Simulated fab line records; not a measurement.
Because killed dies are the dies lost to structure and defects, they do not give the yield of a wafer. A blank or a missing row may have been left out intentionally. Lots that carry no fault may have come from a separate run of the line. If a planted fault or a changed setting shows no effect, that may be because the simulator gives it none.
A lot that was struck, set against a sound lot :: flow n5-finfet :: 15 out of 1938 route steps
Sound: the wafers L197.1, L197.5, L197.6. Wafers L214.3, L214.4, L214.5 were the ones struck. The cause comes at the end.
At each step with rows: each side's tool, then ch and its chambers, then its first start. Under that, the readings that differ: sound wafers :: struck wafers :: difference of the means :: sigmas: that difference in standard deviations of wafers without a fault.
alike: a reading whose means differ by less than 2 such deviations, as well as words and numbers matching on both sides. not compared: withheld readings; readings where some wafer has no value; bounds like >300 that might hide an equal value; numbers whose values overlap and for which the record gives no deviation.
Wherever a step has rows on one side only, a row that says differs or no value, or a row with sigmas, the two part there. Non-overlapping numbers with no deviation appear without sigmas and do not part them. Lack of a reading on every wafer of one side parts them only where that side has two or more wafers.

first, 1 step without rows for these wafers: N5_BEOL_M11_DEVELOP_10 (develop time 30 s).
N5_BEOL_M11_CD_MEAS_11: the cd target is 64.1 nm.
  sound on cd-sem-02 ch 0, day 10 03:03; struck on cd-sem-02 ch 0, day 14 15:35
  alike: cd-nm
N5_BEOL_M11_OVL_MEAS_12:
  sound on overlay-01 ch 0, day 10 03:05; struck on overlay-01 ch 0, day 14 15:37
  alike: M11_OVL
N5_BEOL_M11_INSPECT_13: inspects for defects (brightfield).
  sound on defect-inspect-02, day 10 03:06; struck on defect-inspect-01, day 14 15:38
  alike: raw-defect-count
N5_BEOL_M11_DESCUM_16: chemistry O2, time 7.9 s.
  sound on rie-diel-05 ch 0,3, day 10 03:11; struck on rie-diel-05 ch 0,2, day 14 15:41
  alike: chamber-pressure-mTorr, drypump-motor-current-A, oes-product-au, rf-vpp-V, showerhead-plenum-p-Torr, throttle-valve-pct
  not compared: rf-hours-counter-h
N5_BEOL_M11_ETCH_61: etches SiARC in CF4, target depth 39 nm, time 65 s.
  sound on rie-diel-05 ch 0,3, day 10 03:13; struck on rie-diel-05 ch 0,2, day 14 15:43
  alike: chamber-pressure-mTorr, drypump-motor-current-A, etch-rf-on-time-s, oes-product-au, rf-vpp-V, showerhead-plenum-p-Torr, throttle-valve-pct
  not compared: rf-hours-counter-h
N5_BEOL_M11_ETCH_62: etches SOC in N2/H2, target depth 110 nm, overetch 22 nm, time 165 s.
  sound on rie-diel-05 ch 0,3, day 10 03:16; struck on rie-diel-05 ch 0,2, day 14 15:46
  alike: chamber-pressure-mTorr, drypump-motor-current-A, oes-product-au, rf-vpp-V, showerhead-plenum-p-Torr, throttle-valve-pct
  not compared: rf-hours-counter-h
then, 1 step without rows for these wafers: N5_BEOL_M11_STRIP_68 (strips in N2/H2).
N5_BEOL_M11_STRIP_67: strips in CF4.
  sound on rie-diel-05 ch 0,3, day 10 03:25; struck on rie-diel-05 ch 0,2, day 14 15:55
  alike: chamber-pressure-mTorr, drypump-motor-current-A, oes-product-au, rf-vpp-V, showerhead-plenum-p-Torr, throttle-valve-pct
  not compared: rf-hours-counter-h
then, 1 step without rows for these wafers: N5_BEOL_M11_HM_OPEN_17 (chemistry Cl2/BCl3, target TiN, target depth 20 nm, overetch 6 nm).
N5_BEOL_M11_STRIP_19: strips in O2.
  sound on rie-diel-03 ch 1,2, day 10 03:34; struck on rie-diel-05 ch 0,1, day 14 16:04
  alike: chamber-pressure-mTorr, drypump-motor-current-A, oes-product-au, rf-vpp-V, showerhead-plenum-p-Torr, throttle-valve-pct
  not compared: rf-hours-counter-h
N5_BEOL_M11_CD_MEAS_18: pitch 140 nm, target cd 70 nm.
  sound on cd-sem-02, day 10 03:38; struck on cd-sem-03, day 14 16:08
  alike: cd-nm
N5_BEOL_M11_COAT_63: time 60 s, resist thk 100 nm.
  sound on litho-track-04 ch 0, day 10 06:11; struck on litho-track-03 ch 0, day 14 17:28
reading: heater-power-total-W (W)
sound: 502.6 503.2 500.5
struck: 523.2 523.5 526.8
difference: +22.4
sigmas: +12

reading: plate-temp-C (C)
sound: 250.15 250.00 250.18
struck: 258.97 258.93 258.79
difference: +8.79
sigmas: +46
then, 1 step without rows for these wafers: N5_BEOL_M11_COAT_64 (time 60 s, resist thk 30 nm).
N5_PASSIVATION_PROBE_49:
  sound on prober-01, day 12 00:04; struck on prober-01, day 16 14:02
  alike: defect-limited-yield, killed_at_M0_to_M3, killed_at_M4_up, killed-at-contacts, killed-at-front-end, killed-at-other, killed-dies, killed-open, killed-short, sort_bin_5_function, sort_bin_6_memory, sort_bin_8_speed, sort-n-pass, sort-yield-pct

WHERE THEY PART
Only at N5_BEOL_M11_COAT_63, within this record. Later steps at which nothing parts them and some readings are alike: N5_PASSIVATION_PROBE_49.

WHY: what had been put in by the simulator
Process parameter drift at N5_BEOL_M11_COAT_63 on litho-track-03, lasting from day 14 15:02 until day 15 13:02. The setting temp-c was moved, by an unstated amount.
